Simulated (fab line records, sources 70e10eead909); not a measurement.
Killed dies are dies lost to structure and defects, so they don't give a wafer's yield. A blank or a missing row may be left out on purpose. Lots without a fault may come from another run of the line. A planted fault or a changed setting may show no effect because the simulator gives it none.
fab line records | flow nand_harc
record lots=12 wafers=36 last_day=26
route steps=1159 shown A_STAIRCASE@599 END@1159
lots that met no fault: from a run of the same line without faults
start_h: hours from the record's first day to the start of the lot's first wafer shown | wait_h: hours since the lot's step before | " the same as in the row above | L1.1+2: a row that stands for several wafers | - no value, or no start given | * or withheld: withheld | < > ~ a bound
route shown NAME@n: a module of which the file shows steps, and the number in the route of the first | usual: mean/standard deviation of fault-free wafers | same: alike in all rows | chamber/n: place in a boat | sites: the reading at each site | _std_site: their standard deviation | _edge_site: outer sites' mean less inner sites' | radius_mm: how far each site lies from the wafer's centre | mask NAME#n: copy n | behind: the tool/chamber that last shaped the wafer | hold: why the lot was held/for how many hours/how that ended | device: the transistor (n, p or np) that didn't switch | end of line: the same wafers' tests at the end of the route | a step without rows: its recipe alone | killed: dies lost to structure and defects at the first sort, not the wafer's yield | map: a wafer's dies, x killed, . not, _ none there
set.NAME: the setting as run; set.NAME@STEP: as run at that earlier step | model.NAME: the simulator's own value behind a step, which no gauge read
steps of the route over a sample of lots; a table a step, a row a wafer
services: from which hour (start_h, from the record's first day; less than 0 if before it) a tool's chamber was out of use, for how many hours, and why
## steps
# step NHARC_A_STAIRCASE_STRIP_205
# recipe power_w=1500 temp_c=250 chemistry=O2
# usual drypump_motor_current_A=5.9/0.33 heater_power_w=324/20 rf_refl_power_W=23/5.4
# columns lot.wafer tool chamber start_h wait_h drypump_motor_current_A heater_power_w rf_hours_counter_h rf_refl_power_W
L464.3 plasma_asher-02 1 249.70 0.2 5.9 320 - -
L464.4 " 0 " " 5.4 305 - -
L464.6 " 1 " " 5.9 317 - -
L466.2 plasma_asher-02 1 255.32 0.1 5.9 314 22 -
L466.1 " 0 " " 5.4 294 22 -
L466.3 " 0 " " 5.4 297 - -
L467.2 plasma_asher-01 0 267.47 0.1 6.4 354 58 29
L467.4 " 1 " " 5.9 366 - 27
L467.6 " 0 " " 6.4 349 - 30
L468.2 plasma_asher-02 1 267.60 0.1 6.0 327 26 15
L468.1 " 0 " " 5.4 287 26 20
L468.4 " 0 " " 5.5 295 - 20
L471.2 plasma_asher-02 0 289.66 0.1 5.4 295 35 20
L471.1 " 1 " " 5.9 318 35 15
L471.3 " 1 " " 6.0 322 - 15
L473.2 plasma_asher-02 1 291.87 0.1 6.0 326 35 -
L473.3 " 1 " " 5.9 319 - -
L473.5 " 1 " " 5.9 324 - -
L472.4 plasma_asher-01 1 292.57 0.2 5.8 339 - 26
L472.5 " 1 " " 5.9 329 - 27
L472.6 " 0 " " 6.4 336 - 29
L482.1 plasma_asher-02 0 347.16 0.1 5.4 298 54 20
L482.3 " 1 " " 6.0 333 - 15
L482.5 " 0 " " 5.4 298 - 20
L483.3 plasma_asher-01 0 357.60 0.2 6.4 337 - 30
L483.4 " 1 " " 5.9 330 - 27
L483.5 " 0 " " 6.4 341 - 30
L484.2 plasma_asher-01 0 364.79 2.0 6.3 345 31 29
L484.1 " 1 " " 5.9 339 31 26
L484.5 " 0 " " 6.4 338 - 29
L485.1 plasma_asher-01 0 370.25 0.1 6.4 344 37 29
L485.2 " 1 " " 5.9 332 37 26
L485.3 " 0 " " 6.4 343 - 29
L486.2 plasma_asher-01 0 380.59 0.7 6.4 338 42 30
L486.3 " 1 " " 5.9 334 - 26
L486.6 " 0 " " 6.4 349 - 28
# step NHARC_A_STAIRCASE_ETCH_223
# recipe target_depth_a=1000 time_s=40.5 ion_energy_ev=400 c4f8_flow_sccm=20 o2_flow_sccm=10 ar_flow_sccm=withheld rf_w=600 bias_w=1000 chemistry=C4F8/O2
# usual bias_w=1000/3.5 chamber_pressure_mTorr=25.002/0.023 oes_product_au=0.943/0.019 rf_vpp_V=896/4.6
# columns lot.wafer tool chamber start_h wait_h bias_w chamber_pressure_mTorr oes_product_au rf_hours_counter_h rf_vpp_V
L464.4 rie_diel-13 2 - - 1001 25.022 0.934 57 901
L464.3 " 3 " " 997 24.976 0.935 49 903
L464.6 " 1 " " 995 25.020 0.949 - 897
L466.1 rie_diel-05 1 - - 1001 24.947 0.953 32 900
L466.3 " 3 " " 1004 24.964 0.939 28 890
L466.2 " 0 " " 1005 24.997 0.958 29 891
L467.2 rie_diel-09 0 - - 1001 25.009 0.946 2 902
L467.4 " 1 " " 996 24.986 0.948 2 899
L467.6 " 1 " " 996 25.033 0.950 - 900
L468.1 rie_diel-13 3 - - 999 25.022 0.941 60 900
L468.2 " 0 " " 997 25.002 0.936 63 888
L468.4 " 2 " " 998 25.029 0.922 68 900
L471.2 rie_diel-13 1 - - 998 25.028 0.939 3 896
L471.1 " 2 " " 1000 25.042 0.934 3 900
L471.3 " 3 " " 1002 25.005 0.938 4 901
L473.3 rie_diel-05 3 - - 1001 24.927 0.938 45 890
L473.2 " 1 " " 997 24.992 0.945 48 899
L473.5 " 3 " " 1003 25.001 0.942 - 890
L472.4 rie_diel-05 1 - - 999 24.961 0.925 49 898
L472.5 " 2 " " 997 25.009 0.939 - 898
L472.6 " 3 " " 1002 25.008 0.926 - 888
L482.1 rie_diel-09 1 - - 1002 25.016 0.930 35 900
L482.3 " 3 " " 999 24.996 0.919 28 898
L482.5 " 2 " " 998 25.028 0.926 - 898
L483.4 rie_diel-05 2 - - 995 25.023 0.950 3 897
L483.3 " 0 " " 997 24.968 0.950 3 890
L483.5 " 2 " " 997 24.995 0.957 - 896
L484.2 rie_diel-13 1 - - 998 24.983 0.938 29 898
L484.1 " 2 " " 998 25.020 0.932 31 899
L484.5 " 3 " " 997 25.003 0.968 - 902
L485.3 rie_diel-05 2 - - 1001 25.052 0.933 9 897
L485.1 " 3 " " 1002 25.033 0.921 9 889
L485.2 " 1 " " 998 24.996 0.914 9 898
L486.2 rie_diel-05 2 - - 1002 25.033 0.939 12 898
L486.3 " 3 " " 996 25.003 0.934 13 890
L486.6 " 1 " " 1000 24.978 0.936 - 899
# step NHARC_A_STAIRCASE_ETCH_225
# recipe target_depth_a=1000 time_s=40.5 ion_energy_ev=400 c4f8_flow_sccm=20 o2_flow_sccm=10 ar_flow_sccm=withheld rf_w=600 bias_w=1000 chemistry=C4F8/O2
# usual bias_w=1000/3.3 chamber_pressure_mTorr=24.997/0.026 oes_product_au=0.941/0.013 rf_vpp_V=896/4.8
# columns lot.wafer tool chamber start_h wait_h bias_w chamber_pressure_mTorr oes_product_au rf_hours_counter_h rf_vpp_V
L464.3 rie_diel-13 3 - - 999 24.974 0.940 49 900
L464.4 " 0 " " 997 25.008 0.936 54 888
L464.6 " 2 " " 1002 25.016 0.940 - 901
L466.2 rie_diel-05 2 - - 998 25.001 0.963 31 898
L466.3 " 3 " " 1001 24.990 0.939 29 888
L466.1 " 0 " " 1000 24.971 0.947 29 891
L467.4 rie_diel-09 0 - - 1004 25.055 0.942 2 901
L467.2 " 2 " " 996 25.014 0.945 2 898
L467.6 " 3 " " 1002 25.040 0.948 - 897
L468.2 rie_diel-13 0 - - 1001 24.976 0.945 63 888
L468.4 " 1 " " 1001 24.970 0.933 65 897
L468.1 " 2 " " 1004 25.000 0.934 68 900
L471.3 rie_diel-13 2 - - 1006 24.987 0.914 3 901
L471.1 " 3 " " 1003 24.966 0.942 4 900
L471.2 " 1 " " 1000 25.013 0.940 3 896
L473.3 rie_diel-05 0 - - 1003 25.022 0.956 46 890
L473.2 " 3 " " 996 25.007 0.935 46 890
L473.5 " 0 " " 994 25.014 0.947 - 890
L472.4 rie_diel-05 1 - - 1000 25.038 0.937 49 899
L472.6 " 2 " " 996 24.991 0.965 - 897
L472.5 " 3 " " 998 25.027 0.928 - 890
L482.1 rie_diel-09 0 - - 1004 24.970 0.953 34 901
L482.3 " 2 " " 1001 24.981 0.947 36 898
L482.5 " 1 " " 994 25.004 0.938 - 900
L483.4 rie_diel-05 3 - - 1002 25.042 0.941 3 890
L483.3 " 1 " " 1002 25.031 0.936 4 899
L483.5 " 3 " " 1001 24.965 0.930 - 889
L484.2 rie_diel-13 3 - - 1007 24.982 0.965 32 899
L484.1 " 0 " " 996 25.035 0.940 30 888
L484.5 " 3 " " 1005 24.959 0.970 - 899
L485.3 rie_diel-05 0 - - 999 24.969 0.939 9 890
L485.1 " 1 " " 996 25.003 0.935 9 899
L485.2 " 2 " " 999 25.016 0.947 9 896
L486.3 rie_diel-05 2 - - 1000 24.995 0.941 12 896
L486.2 " 0 " " 998 24.946 0.939 13 890
L486.6 " 2 " " 998 25.021 0.946 - 896
# step NHARC_A_STAIRCASE_ETCH_234
# recipe target_depth_a=1000 time_s=40.5 ion_energy_ev=400 c4f8_flow_sccm=20 o2_flow_sccm=10 ar_flow_sccm=withheld rf_w=600 bias_w=1000 chemistry=C4F8/O2
# usual bias_w=999.8/2.9 chamber_pressure_mTorr=24.997/0.024 oes_product_au=0.938/0.013 rf_vpp_V=895/4.6
# columns lot.wafer tool chamber start_h wait_h bias_w chamber_pressure_mTorr oes_product_au rf_hours_counter_h rf_vpp_V
L464.4 rie_diel-05 1 252.97 - 996.3 25.017 0.948 31 899
L464.3 " 3 " " 996.6 25.016 0.940 27 891
L464.6 " 1 " " 997.3 24.990 0.936 - 899
L466.1 rie_diel-05 1 259.02 - 999.4 25.002 0.926 34 900
L466.2 " 2 " " 996.8 24.955 0.945 33 898
L466.3 " 3 " " 998.8 24.993 0.939 30 889
L468.4 rie_diel-13 3 271.01 - 996.0 24.991 0.950 61 901
L468.2 " 0 " " 1003.2 25.003 0.930 63 888
L468.1 " 1 " " 999.7 24.989 0.948 65 896
L467.4 rie_diel-05 3 271.23 - 1001.8 24.987 0.944 36 891
L467.2 " 0 " " 1000.0 25.018 0.943 36 890
L467.6 " 1 " " 1000.1 25.012 0.937 - 900
L471.2 rie_diel-05 2 293.59 - 1001.1 24.955 0.943 47 898
L471.1 " 3 " " 1005.2 24.993 0.926 45 890
L471.3 " 0 " " 997.4 25.011 0.948 45 889
L473.2 rie_diel-09 3 295.86 - - - - - -
L473.3 " 2 " " - - - - -
L473.5 " 3 " " - - - - -
L472.4 rie_diel-13 0 296.70 - - - - - -
L472.6 " 2 " " - - - - -
L472.5 " 3 " " - - - - -
L482.1 rie_diel-05 2 350.65 - 996.1 25.008 0.946 0 898
L482.3 " 1 " " 996.8 25.006 0.946 0 899
L482.5 " 2 " " 996.8 24.954 0.949 - 897
L483.3 rie_diel-05 1 361.54 - 1000.3 24.972 0.914 5 898
L483.4 " 3 " " 1002.9 24.971 0.929 4 890
L483.5 " 0 " " 1002.4 25.002 0.933 - 891
L484.1 rie_diel-13 1 368.07 - 995.3 24.986 0.932 29 896
L484.2 " 2 " " 1003.0 24.994 0.918 32 899
L484.5 " 2 " " 1005.3 24.996 0.917 - 902
L485.1 rie_diel-05 3 375.90 - 998.3 24.964 0.923 9 889
L485.3 " 1 " " 1003.7 25.014 0.918 10 898
L485.2 " 2 " " 1003.2 25.014 0.935 9 897
L486.3 rie_diel-05 2 383.92 - 1000.4 24.979 0.948 12 898
L486.2 " 0 " " 995.1 25.039 0.934 13 891
L486.6 " 1 " " 1000.0 25.027 0.928 - 899
# step NHARC_END_SORT_01
# recipe temp_c=25
# usual killed_at_array=28/9.1 killed_at_other=0.6/0.87 killed_at_periphery=3.4/2.7 killed_dies=32/9 killed_open=3.2/1.9 killed_short=2.0/1.3
# same gross_dies=677
# columns lot.wafer tool chamber start_h wait_h killed_at_array killed_at_other killed_at_periphery killed_dies killed_open killed_short
L472.4 prober-02 0 504.45 3.4 676 0 1 677 2 1
L472.5 prober-02 0 505.25 3.7 674 1 2 677 1 2
L472.6 prober-02 0 506.06 4.0 672 1 4 677 4 5
L473.2 prober-02 0 534.11 2.8 676 1 0 677 0 3
L473.3 prober-02 0 534.90 3.1 673 0 4 677 1 2
L473.5 prober-02 0 536.49 3.7 674 0 3 677 1 4
# killed by level:class
L472.4 A_STAIRCASE:area_etch=647 A_CHANNEL_HOLE_D1:chamber_film_flake=9 A_CONTACT:chamber_film_flake=9 A_STAIRCASE:chamber_film_flake=7 A_CHANNEL_FILL_D1:geometric_particle:open=1 A_CONTACT:geometric_particle:open=1 A_M0:geometric_particle:short=1 P_GATE:chamber_film_flake=1
L472.5 A_STAIRCASE:area_etch=650 A_STAIRCASE:chamber_film_flake=8 A_CHANNEL_HOLE_D1:chamber_film_flake=7 A_CONTACT:chamber_film_flake=6 A_CONTACT:geometric_particle:short=1 A_M0:geometric_particle:short=1 STARTING-WAFER:geometric_particle:open=1 P_STI:chamber_film_flake=1
L472.6 A_STAIRCASE:area_etch=648 A_STAIRCASE:chamber_film_flake=11 A_CHANNEL_HOLE_D1:chamber_film_flake=7 A_WL_FILL:geometric_particle:short=2 P_STI:geometric_particle:short=1 P_GATE:geometric_particle:short=1 P_M1:geometric_particle:open=1 P_M2:geometric_particle:open=1
L473.2 A_STAIRCASE:area_etch=655 A_SLIT:chamber_film_flake=12 A_CHANNEL_HOLE_D1:chamber_film_flake=4 A_STAIRCASE:chamber_film_flake=2 A_SOURCE_PLATE:geometric_particle:short=1 A_CONTACT:geometric_particle:short=1 STARTING-WAFER:geometric_particle:short=1 A_WL_FILL:chamber_film_flake=1
L473.3 A_STAIRCASE:area_etch=645 A_SLIT:chamber_film_flake=14 A_CHANNEL_HOLE_D1:chamber_film_flake=10 P_M0:chamber_film_flake=2 P_M0:geometric_particle:open=1 A_CHANNEL_FILL_D1:geometric_particle:short=1 A_BLC:geometric_particle:short=1 P_GATE:chamber_film_flake=1
L473.5 A_STAIRCASE:area_etch=648 A_CHANNEL_HOLE_D1:chamber_film_flake=12 A_SLIT:chamber_film_flake=8 A_CHANNEL_FILL_D1:geometric_particle:short=2 P_GATE:chamber_film_flake=2 A_SGD_CUT:geometric_particle:short=1 A_WL_FILL:geometric_particle:open=1 A_M0:geometric_particle:short=1
## services
# columns tool chamber start_h hours kind
rie_diel-05 0 246.26 - clean
rie_diel-05 1 246.26 - clean
rie_diel-05 2 246.26 - clean
rie_diel-05 3 246.26 - clean
rie_diel-09 - 254.22 9.0 pm
rie_diel-05 0 270.76 - clean
rie_diel-05 1 270.76 - clean
rie_diel-05 2 270.76 - clean
rie_diel-05 3 270.76 - clean
rie_diel-13 - 276.17 9.0 pm
plasma_asher-01 - 276.42 9.0 pm
rie_diel-05 0 295.30 - clean
rie_diel-05 1 295.30 - clean
rie_diel-05 2 295.30 - clean
rie_diel-05 3 295.30 - clean
rie_diel-05 0 319.84 - clean
rie_diel-05 1 319.84 - clean
rie_diel-05 2 319.84 - clean
rie_diel-05 - 340.63 9.0 pm
plasma_asher-02 - 349.56 30.3 repair
rie_diel-09 0 353.62 40.8 repair
rie_diel-09 2 354.77 10.6 repair
rie_diel-09 2 366.19 2.7 repair
plasma_asher-02 - 379.91 9.0 pm
## key
first_sign step=NHARC_A_STAIRCASE_ETCH_234 reading=tool_record direction=missing
effect step=NHARC_END_SORT_01 reading=killed_dies direction=up sigmas=72 usual=32 struck=677
more_kills_born_at NHARC_A_STAIRCASE_ETCH_234@rie_diel-09=1948 NHARC_A_STAIRCASE_ETCH_234@rie_diel-13=1946
met_at NHARC_A_STAIRCASE_ETCH_234
struck_lots L472,L473
later_rows_left_out L472.4,L472.5,L472.6,L473.2,L473.3,L473.5
tester_left_out L472,L473
not_acting_at NHARC_A_STAIRCASE_STRIP_205,NHARC_A_STAIRCASE_ETCH_223,NHARC_A_STAIRCASE_ETCH_225
onset_between 271.01 295.86
fault kind=skipped_step_whole tool=rie_diel-09,rie_diel-13 chamber=- onset_h=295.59 steps=NHARC_A_STAIRCASE_ETCH_234 scope=struck_lots_only
# tester_left_out: of these lots the tester's yield and bins aren't shown, on N5 and GAA mostly nor the transistor test; their killed dies are dies lost to structure and defects alone, not to doping, threshold or leakage, so they don't give the yield
# later_rows_left_out: the simulator's readings of these wafers behind a module that went badly wrong aren't trusted and aren't shown, but for the sort
